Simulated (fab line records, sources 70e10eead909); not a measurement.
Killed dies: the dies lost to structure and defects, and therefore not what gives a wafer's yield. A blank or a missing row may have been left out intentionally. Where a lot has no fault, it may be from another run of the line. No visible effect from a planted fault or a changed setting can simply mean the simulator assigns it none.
Which tool did it? + flow nand-harc + 12 lots (36 wafers sampled), 1 step of a 1159-step route

WHAT THE GAUGES READ, wafer by wafer
NHARC_P_M0_CD_MEAS_09: target cd 90 nm.
| lot  | measured     | on        | cd-nm (nm)     |
|------|--------------|-----------|----------------|
| L074 | day 6 05:20  | cd-sem-02 | 89.5 90.2 89.9 |
| L078 | day 6 20:16  | cd-sem-02 | 89.2 90.3 89.8 |
| L079 | day 6 22:00  | cd-sem-03 | 90.0 90.2 89.9 |
| L081 | day 7 22:35  | cd-sem-02 | 90.9 90.2 90.6 |
| L082 | day 7 23:49  | cd-sem-01 | 89.4 90.2 89.6 |
| L086 | day 8 22:31  | cd-sem-02 | 90.2 90.6 90.6 |
| L087 | day 8 23:04  | cd-sem-03 | 90.6 90.3 91.0 |
| L090 | day 9 16:22  | cd-sem-02 | 90.2 91.0 89.7 |
| L091 | day 9 22:57  | cd-sem-01 | 90.4 90.5 90.2 |
| L093 | day 10 14:47 | cd-sem-03 | 89.9 90.4 89.8 |
| L094 | day 10 20:10 | cd-sem-03 | 91.0 91.2 90.1 |
| L097 | day 11 16:19 | cd-sem-02 | 89.9 90.8 89.9 |

WHAT TOOL EACH LOT RAN ON (gives the tool, then ch and the chambers of the sampled wafers, and finally the start)
Record: no process step prior to these readings.

THE ANSWER, worked out from the rows above alone
Rule: usual is defined by the lots themselves. Put in order of their means at a reading, lots are off if they are a third of the lots or fewer, leave a main group of 4 or more, and stand apart from it by a gap of 3 or more times the standard deviation of the main group's means; of several such gaps the widest counts. The tables above print the reading to a certain number of digits; a main group whose means all agree to those digits is not used. A lot without any number at a reading at which 4 lots or more have one is off too. Where the step has rows for the other lots, those lots are counted as sound.
Nothing can be told from this: no lot is off at any reading shown.

WHAT WAS PUT IN BY THE SIMULATOR
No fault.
